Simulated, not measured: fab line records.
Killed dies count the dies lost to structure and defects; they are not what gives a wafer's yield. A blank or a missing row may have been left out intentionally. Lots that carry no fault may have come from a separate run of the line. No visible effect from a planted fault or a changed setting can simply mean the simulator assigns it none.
2 desks, one fault || flow n5-finfet || each desk has only its own numbers; what lay behind them comes last

METROLOGY DESK
Means of the sampled wafers that have a number, per lot and without regard to the tool the lot ran on: this is what the gauges read. Any lot whose mean is over 4 standard deviations away from the usual mean is out of limits and marked OUT; that distance is given in the brackets.
Columns: A = M7_OVL at N5_BEOL_M7_OVL_MEAS_12, usual -0.2 nm
{"lot": "L762", "first seen here": "day 8 11:50", "A": 1.1}
{"lot": "L764", "first seen here": "day 9 05:14", "A": -0.2}
{"lot": "L763", "first seen here": "day 9 08:50", "A": 0.9}
{"lot": "L765", "first seen here": "day 9 15:35", "A": -1.5}
{"lot": "L766", "first seen here": "day 9 20:52", "A": 0.5}
{"lot": "L768", "first seen here": "day 10 07:54", "A": -1.3}
{"lot": "L769", "first seen here": "day 10 08:04", "A": -0.2}
{"lot": "L770", "first seen here": "day 10 15:25", "A": 0.4}
{"lot": "L774", "first seen here": "day 11 17:16", "A": -0.0}
{"lot": "L776", "first seen here": "day 12 10:17", "A": 0.1}
{"lot": "L778", "first seen here": "day 12 21:03", "A": 0.4}
{"lot": "L783", "first seen here": "day 14 05:11", "A": 0.2}
This desk's finding: nothing out of limits on any of the 12 lots.

AT THE TOOL OWNER'S DESK: arfi-scanner-02
The tool's own readings at N5_BEOL_M7_EXPOSE_08 (exposes mask M7): means of the sampled wafers that have a number, for each lot that ran on this tool. Any lot whose mean is over 4 standard deviations away from the usual mean is out of limits and marked OUT; that distance is given in the brackets.
Columns: A = exposure-dose-mJ-cm2 at N5_BEOL_M7_EXPOSE_08, usual 68.20
{"lot": "L763", "first seen here": "day 9 08:41", "A": 68.24}
{"lot": "L769", "first seen here": "day 10 07:55", "A": 68.14}
{"lot": "L774", "first seen here": "day 11 17:07", "A": "70.16 (+27) OUT"}
{"lot": "L778", "first seen here": "day 12 20:55", "A": "69.44 (+17) OUT"}
This desk's finding: out of limits on L774, L778; first on L774, day 11 17:07 (exposure-dose-mJ-cm2 at N5_BEOL_M7_EXPOSE_08). In limits: L763, L769.

ALL TOGETHER
On L774, L778, at day 11 17:07, an alarm was possible from the tool owner's desk.
From the metrology desk's view, nothing was out of limits.
The metrology desk has L774, L778 on record, within its limits.
On arfi-scanner-02, each named lot ran N5_BEOL_M7_EXPOSE_08.

WHAT WAS PUT IN BY THE SIMULATOR
Drift in process parameters on arfi-scanner-02 at N5_BEOL_M7_EXPOSE_08, starting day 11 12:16. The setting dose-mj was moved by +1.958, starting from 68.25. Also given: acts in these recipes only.
Struck lots among those shown: L774, L778.
How many hours passed from the start of the fault until each desk's first out-of-limits reading: the tool owner's desk, 5.
